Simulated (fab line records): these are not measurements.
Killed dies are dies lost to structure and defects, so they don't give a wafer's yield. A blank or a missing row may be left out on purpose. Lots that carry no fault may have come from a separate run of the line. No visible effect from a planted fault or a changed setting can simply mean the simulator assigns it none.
Matching of chambers | flow nand_harc | NHARC_P_M1_DEP_33 on pecvd-04: 3 sister chambers
The step deposits SiCN, target thk 30 nm. 6 wafers are shown with their chamber, then 7 later ones without.

## EACH WAFER AND ITS CHAMBER
wafer  | chamber | heater_power_w (W) | heater_power_outer_w (W)
L101.6 | 1       | 518                | 287
L116.6 | 1       | 533                | 307
L118.5 | 2       | 607                | 336
L118.6 | 0       | 600                | 320
L117.1 | 2       | 492                | 254
L117.2 | 0       | 604                | 322

## WAFERS MISSING THEIR CHAMBER
wafer  | heater_power_w (W) | heater_power_outer_w (W)
L117.5 | 493                | 259
L119.1 | 626                | 339
L119.2 | 495                | 277
L119.6 | 499                | 279
L120.2 | 545                | 273
L120.5 | 492                | 263
L120.6 | 522                | 274

## WHICH CHAMBER EACH WENT THROUGH
wafer  | from the rows above          | in truth
L117.5 | can't be placed: 1 or 2 or 0 | 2
L119.1 | can't be placed: 0 or 2 or 1 | 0
L119.2 | can't be placed: 1 or 2 or 0 | 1
L119.6 | can't be placed: 1 or 2 or 0 | 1
L120.2 | can't be placed: 2 or 1 or 0 | 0
L120.5 | can't be placed: 1 or 2 or 0 | 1
L120.6 | can't be placed: 1 or 2 or 0 | 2
Correct placement for 0 of the 7. From these rows, 7 cannot be placed; in 7 the true chamber is one of the candidates. Number placed wrongly: 0.
How it was worked out, from the rows above alone: a wafer's distance from a chamber is the root of the sum, over the readings, of the square of ((its reading less the chamber's mean) divided by the reading's scatter). If the next closest chamber is less than 2 further off than the closest, the wafer can't be placed; otherwise it belongs to the closest. The mean given for a chamber averages the wafers shown for that chamber. How the scatter is found: for the shown wafers, subtract from each reading the mean of its chamber, square and add these, divide the total by (wafers less chambers), then take the root.
